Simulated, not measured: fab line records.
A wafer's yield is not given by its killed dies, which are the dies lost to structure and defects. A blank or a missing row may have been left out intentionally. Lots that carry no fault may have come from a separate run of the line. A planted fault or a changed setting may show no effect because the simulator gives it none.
Comparing a struck lot with a sound one | flow nand_harc | 42 out of 1159 route steps
Sound: these wafers, L871.1, L871.3, L871.6. Struck: wafers L881.4, L881.5 (left out: L881.6, a lot-mate that was not struck); the cause follows at the end.
Each step with rows lists, per side, the tool, then ch with its chambers, then its first start. Under that, the readings that differ: sound wafers | struck wafers | difference of the means | sigmas: that difference in standard deviations of wafers without a fault.
alike: readings whose means differ by less than 2 such deviations, and words and numbers that are the same on both sides. not compared: withheld readings, readings that some wafer has no value for, bounds like >300 that may hide the same value, and numbers for which the record gives no deviation and whose values overlap.
A row with sigmas, a row that says differs or no value, or rows on one side alone: a step with any of these is where the two part. When numbers do not overlap yet have no deviation, they are printed without sigmas and do not part them. A reading missing from all wafers of one side parts the sides only when that side holds two or more wafers.

NHARC_A_CONTACT_OVL_MEAS_70:
  sound on overlay-02 at day 17 07:32; struck on overlay-02 at day 20 12:16
  alike: overlay_x_nm, overlay_y_nm
NHARC_A_CONTACT_INSPECT_71:
  sound on defect_inspect-02 at day 17 07:34; struck on defect_inspect-01 at day 20 12:19
  alike: raw_defect_count
NHARC_A_CONTACT_DESCUM_74: chemistry O2, time 3 s.
  sound on rie_diel-11 ch 1,2,3, day 17 07:42; struck on rie_diel-07 ch 1,3, day 20 12:23
  alike: drypump_motor_current_A, oes_product_au, rf_vpp_V, showerhead_plenum_p_Torr, throttle_valve_pct
  not compared: rf_hours_counter_h
then, 1 step without rows for these wafers: NHARC_A_CONTACT_ETCH_75 (etches the open film in CF4, target depth 39 nm, time 65 s).
NHARC_A_CONTACT_ETCH_76: etches the open film in N2/H2, target depth 260 nm, time 475.3 s.
  sound: rie_diel-11 ch 1,2,3; struck: rie_diel-07 ch 0,2
  alike: bias_w, drypump_motor_current_A, h2_flow_sccm, oes_product_au, rf_vpp_V, showerhead_plenum_p_Torr, throttle_valve_pct
  not compared: rf_hours_counter_h
then, 3 steps without rows for these wafers: NHARC_A_CONTACT_ETCH_77 (etches the open film in CF4/CHF3, target depth 72.6 nm, time 36.3 s); NHARC_A_CONTACT_ETCH_78 (etches the open film in O2/COS, target depth 2800 nm, time 728 s); NHARC_A_CONTACT_ETCH_124 (etches the open film in C4F8/O2/Ar, time 140 s, target depth 700 nm).
NHARC_A_CONTACT_ETCH_125: etches the open film in C4F8/O2/Ar, time 155 s, target depth 956 nm.
  sound on har_cap_etch-03 ch 0,1, day 17 09:06; struck on har_cap_etch-02 ch 1, day 20 13:46
  not compared: rf_hours_counter_h
then, 3 steps without rows for these wafers: NHARC_A_CONTACT_ETCH_126 (etches the open film in C4F8/O2/Ar, time 155 s, target depth 956 nm); NHARC_A_CONTACT_ETCH_127 (etches the open film in C4F8/O2/Ar, time 155 s, target depth 956 nm); NHARC_A_CONTACT_ETCH_128 (etches the open film in C4F8/O2/Ar, time 155 s, target depth 956 nm).
NHARC_A_CONTACT_ETCH_129: etches the open film in C4F8/O2/Ar, time 155 s, target depth 956 nm.
  sound on har_cap_etch-03 ch 0,1, day 17 09:40; struck on har_cap_etch-02 ch 1, day 20 14:19
  not compared: rf_hours_counter_h
then, 1 step without rows for these wafers: NHARC_A_CONTACT_ETCH_130 (etches the open film in C4F8/O2/Ar, time 155 s, target depth 956 nm).
NHARC_A_CONTACT_ETCH_131: etches the open film in C4F8/O2/Ar, time 155 s, target depth 956 nm.
  sound on har_cap_etch-03 ch 0,1, day 17 09:58; struck on har_cap_etch-02 ch 1, day 20 14:36
  not compared: rf_hours_counter_h
then, 3 steps without rows for these wafers: NHARC_A_CONTACT_ETCH_132 (etches the open film in C4F8/O2/Ar, time 156 s, target depth 958 nm); NHARC_A_CONTACT_ETCH_133 (etches the open film in C4F8/O2/Ar, time 195 s, target depth 840 nm); NHARC_A_CONTACT_ETCH_91 (etches the open film in CH3F/O2, target depth 40 nm, time 85.7 s).
NHARC_A_CONTACT_ETCH_97: etches the open film in C4F6/O2, target depth 20 nm, time 10 s.
  sound: rie_diel-07 ch 1,3; struck: rie_diel-07 ch 1,2
  reading                     | sound       | struck  | difference | sigmas
  drypump_motor_current_A (A) | 6.1 5.1 5.0 | 6.8 6.1 | +1.0       | +3
  alike: bias_w, oes_product_au, rf_vpp_V, showerhead_plenum_p_Torr, throttle_valve_pct
  not compared: rf_hours_counter_h
NHARC_A_CONTACT_CD_MEAS_80:
  sound on cd_sem-02 at day 17 11:05; struck on cd_sem-01 at day 20 15:39
  alike: cd_nm
then, 18 steps without rows for these wafers: NHARC_A_CONTACT_STRIP_103 (strips in N2/H2); NHARC_A_CONTACT_STRIP_104 (strips in CF4/CHF3); NHARC_A_CONTACT_STRIP_105 (strips in O2/COS); NHARC_A_CONTACT_ETCH_106 (etches the open film in CF4/O2, target depth 60 nm, overetch 6 nm, time 33 s); NHARC_A_CONTACT_STRIP_82 (strips in O2); NHARC_A_CONTACT_STRIP_83 (strips in post etch residue remover, time 600 s); NHARC_A_CONTACT_DEP_84 (deposits aC, target thk 2000 nm); NHARC_A_CONTACT_DEP_85 (deposits SiON, target thk 50 nm); NHARC_A_CONTACT_DEHYDRATE_00 (time 120 s); NHARC_A_CONTACT_HMDS_01 (time 30 s); NHARC_A_CONTACT_COAT_86 (time 75 s); NHARC_A_CONTACT_COAT_87 (time 65 s); NHARC_A_CONTACT_COAT_02 (resist thk 90 nm); NHARC_A_CONTACT_SOFTBAKE_03 (time 55 s); NHARC_A_CONTACT_EBR_04; NHARC_A_CONTACT_EXPOSE_05 (exposes mask A CC); NHARC_A_CONTACT_PEB_06 (peb time 65 s); NHARC_A_CONTACT_DEVELOP_07 (develop time 35 s).
NHARC_A_CONTACT_CD_MEAS_08: target cd 100 nm.
  sound on cd_sem-02 ch 0, day 17 14:59; struck on cd_sem-02 ch 0, day 20 19:03
  alike: cd_nm
NHARC_A_CONTACT_OVL_MEAS_09:
  sound on overlay-01 at day 17 15:04; struck on overlay-01 at day 20 19:08
  alike: overlay_x_nm, overlay_y_nm
then, 1 step without rows for these wafers: NHARC_A_CONTACT_DESCUM_13 (chemistry O2, time 3 s).
-- jump in the record: it breaks off in module A_CONTACT and resumes in module END (first step shown: number 1159 of the route), and 3 days separate the struck wafers' starts before and after --
NHARC_END_SORT_01:
  here the record holds rows for the struck wafers (prober-02 ch 0, day 23 13:13) but none for the sound ones

## WHERE THEY PART
Last at NHARC_END_SORT_01 as far as this record goes, first at NHARC_A_CONTACT_ETCH_97.

WHY: the cause the simulator had injected
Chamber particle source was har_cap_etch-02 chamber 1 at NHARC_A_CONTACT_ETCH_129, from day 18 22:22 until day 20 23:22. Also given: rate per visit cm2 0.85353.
